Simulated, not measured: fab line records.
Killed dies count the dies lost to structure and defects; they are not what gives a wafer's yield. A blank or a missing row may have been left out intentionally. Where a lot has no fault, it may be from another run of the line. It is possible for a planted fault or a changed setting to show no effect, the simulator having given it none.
Which of the tools did it?	flow nand_harc	route of 1159 steps, sampled at 1 step: 24 lots, 72 wafers

WHAT THE GAUGES SHOWED, per wafer
NHARC_A_SLIT_CD_MEAS_09 targets a cd of 300 nm.
lot	measured	on	cd_nm (nm)
L075	day 14 03:20	cd_sem-01	299.7 299.6 299.7
L074	day 14 04:03	cd_sem-02	299.4 300.1 299.6
L077	day 14 15:40	cd_sem-03	300.1 299.3 299.9
L076	day 14 16:59	cd_sem-02	300.0 300.3 299.8
L078	day 15 14:44	cd_sem-01	299.9 299.8 299.9
L079	day 15 14:59	cd_sem-03	300.3 299.2 299.8
L080	day 16 07:07	cd_sem-02	300.5 299.7 300.3
L081	day 16 09:14	cd_sem-01	298.3 300.0 299.3
L082	day 16 09:52	cd_sem-02	301.3 300.9 300.7
L084	day 16 18:42	cd_sem-01	300.4 300.4 300.2
L083	day 16 18:58	cd_sem-01	300.1 300.3 300.4
L087	day 17 10:52	cd_sem-03	300.3 300.4 299.7
L085	day 17 11:26	cd_sem-02	300.0 299.9 300.1
L086	day 17 11:35	cd_sem-02	300.6 299.9 300.7
L089	day 17 21:37	cd_sem-02	299.7 299.5 299.3
L088	day 17 21:46	cd_sem-03	300.0 301.5 300.5
L090	day 18 11:57	cd_sem-03	300.4 299.9 300.5
L091	day 18 13:10	cd_sem-01	300.1 300.4 300.0
L092	day 18 22:49	cd_sem-03	300.5 300.4 300.7
L093	day 19 14:25	cd_sem-03	300.0 300.2 299.5
L096	day 19 14:44	cd_sem-03	301.1 300.4 300.7
L094	day 19 16:36	cd_sem-03	299.6 300.2 300.0
L095	day 19 20:17	cd_sem-01	300.2 299.5 299.2
L097	day 20 11:38	cd_sem-02	299.9 300.0 300.6

WHAT TOOL EACH LOT RAN ON (gives the tool, then ch and the chambers of the sampled wafers, and finally the start)
Before these readings, the record contains no process step.

AS READ BY THE TOOLS THEMSELVES (means over the sampled wafers that have a number; for cases with no such wafer, the mark the record gives instead)
The record holds no such reading with a usual standard deviation.

THE ANSWER, worked out from the rows above alone
Rule: what is usual is taken from the lots themselves. Put in order of their means at a reading, lots are off if they are a third of the lots or fewer, leave a main group of 4 or more, and stand apart from it by a gap of 3 or more times the standard deviation of the main group's means; of several such gaps the widest counts. If all means in a main group match to the digits the tables above print for the reading, that group is not used. A lot without any number at a reading at which 4 lots or more have one is off too. Any other lot the step has rows for is counted as sound. The gauges are gone through in route order, then the tools' own readings, and for those a lot's mean is taken as printed above. At the first step where some lot is off, the reading lying furthest off is the one used; lots without a number count as furthest.
Nothing can be told from this: no lot is off at any reading shown.

WHAT THE SIMULATOR HAD INSERTED
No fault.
